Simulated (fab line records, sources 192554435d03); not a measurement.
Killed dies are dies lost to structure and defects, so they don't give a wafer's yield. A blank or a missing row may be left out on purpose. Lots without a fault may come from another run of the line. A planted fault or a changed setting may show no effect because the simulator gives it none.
Tool commonality check | flow n5_finfet | 10 lots, 30 wafers sampled

WHY IT WAS OPENED
At N5_BEOL_M4_RC_MEAS_101 the reading VT_N_LVT is flagged on 2 of 10 lots. Wafers without a fault read 98 mV, standard deviation 3.8.
Rule: a lot is flagged when every wafer of it that has a number lies more than 4 standard deviations from that mean, or none has a number. The other lots count as sound.

lot  | measured     | on        | VT_N_LVT (mV), wafer by wafer | flag
L294 | day 12 02:29 | prober-01 | 102 105 102                   |
L298 | day 12 13:42 | prober-02 | 98 102 98                     |
L300 | day 12 22:52 | prober-02 | 101 99 102                    |
L297 | day 13 01:20 | prober-02 | 96 97 96                      |
L299 | day 13 23:03 | prober-02 | 98 90 95                      |
L301 | day 14 01:37 | prober-01 | 106 106 105                   |
L303 | day 14 05:34 | prober-02 | 107 102 102                   |
L308 | day 14 17:44 | prober-01 | 102 96 97                     |
L310 | day 15 19:40 | prober-02 | 67 66 60                      | FLAGGED
L311 | day 17 04:29 | prober-01 | 70 68 72                      | FLAGGED
The numbers of the flagged lots are 67 mV on average: -31 mV against the usual, or -8 standard deviations.

WHICH TOOL RAN EACH LOT
The record holds 3 process steps before the reading, out of a route of 1938 steps. In each cell: the tool, then ch and the chambers that the sampled wafers went through, then the start.
lot  | flag    | N5_HKMG_FIN_RTA_80              | N5_BEOL_M4_ANNEAL_80         | N5_BEOL_M4_SPUTTER_88
L294 |         | rtp_anneal-01 ch 0, day 4 12:46 | pvd_sputter-03, day 11 23:46 | pvd_sputter-03, day 12 00:21
L298 |         | rtp_anneal-01 ch 0, day 5 14:37 | pvd_sputter-03, day 12 10:58 | pvd_sputter-03, day 12 11:32
L300 |         | rtp_anneal-02 ch 0, day 5 23:14 | pvd_sputter-01, day 12 19:59 | pvd_sputter-01, day 12 20:34
L297 |         | rtp_anneal-01 ch 0, day 5 09:59 | pvd_sputter-03, day 12 22:18 | pvd_sputter-03, day 12 22:53
L299 |         | rtp_anneal-01 ch 0, day 5 19:34 | pvd_sputter-03, day 13 19:44 | pvd_sputter-03, day 13 20:19
L301 |         | rtp_anneal-02 ch 0, day 6 04:53 | pvd_sputter-01, day 13 22:53 | pvd_sputter-01, day 13 23:28
L303 |         | rtp_anneal-01 ch 0, day 6 21:49 | pvd_sputter-02, day 14 02:51 | pvd_sputter-02, day 14 03:26
L308 |         | rtp_anneal-01 ch 0, day 8 02:29 | pvd_sputter-01, day 14 14:52 | pvd_sputter-01, day 14 15:27
L310 | FLAGGED | rtp_anneal-02 ch 0, day 8 14:34 | pvd_sputter-03, day 15 16:48 | pvd_sputter-03, day 15 17:23
L311 | FLAGGED | rtp_anneal-02 ch 0, day 8 18:52 | pvd_sputter-02, day 17 01:46 | pvd_sputter-02, day 17 02:20
What these steps do:
- N5_HKMG_FIN_RTA_80: time 2 s.
- N5_BEOL_M4_ANNEAL_80: time 240 s.
- N5_BEOL_M4_SPUTTER_88: material Cu, target thk 4.5 nm, time 8.29 s.
- N5_BEOL_M4_RC_MEAS_101

FLAGGED OVER TOTAL, TOOL BY TOOL (the gauges that took the reading come last)
step                   | tool           | lots run | flagged | share of the flagged lots | sound lots run after its first flagged lot
N5_HKMG_FIN_RTA_80     | rtp_anneal-01  | 6        | 0       | none                      | -
N5_HKMG_FIN_RTA_80     | rtp_anneal-02  | 4        | 2       | all                       | 0
N5_BEOL_M4_ANNEAL_80   | pvd_sputter-01 | 3        | 0       | none                      | -
N5_BEOL_M4_ANNEAL_80   | pvd_sputter-02 | 2        | 1       | some                      | 0
N5_BEOL_M4_ANNEAL_80   | pvd_sputter-03 | 5        | 1       | some                      | 0
N5_BEOL_M4_SPUTTER_88  | pvd_sputter-01 | 3        | 0       | none                      | -
N5_BEOL_M4_SPUTTER_88  | pvd_sputter-02 | 2        | 1       | some                      | 0
N5_BEOL_M4_SPUTTER_88  | pvd_sputter-03 | 5        | 1       | some                      | 0
N5_BEOL_M4_RC_MEAS_101 | prober-01      | 4        | 1       | some                      | 0
N5_BEOL_M4_RC_MEAS_101 | prober-02      | 6        | 1       | some                      | 0

WHAT THE TABLE ALLOWS
1 row of the table ran every flagged lot: rtp_anneal-02 at N5_HKMG_FIN_RTA_80.
- rtp_anneal-02 at N5_HKMG_FIN_RTA_80: 2 of its 4 lots flagged. Its last sound lot is L301 (day 6 04:53), its first flagged lot L310 (day 8 14:34): a fault that began between those two fits.
One tool is left: rtp_anneal-02 at N5_HKMG_FIN_RTA_80.

WHAT THE SIMULATOR HAD PUT IN
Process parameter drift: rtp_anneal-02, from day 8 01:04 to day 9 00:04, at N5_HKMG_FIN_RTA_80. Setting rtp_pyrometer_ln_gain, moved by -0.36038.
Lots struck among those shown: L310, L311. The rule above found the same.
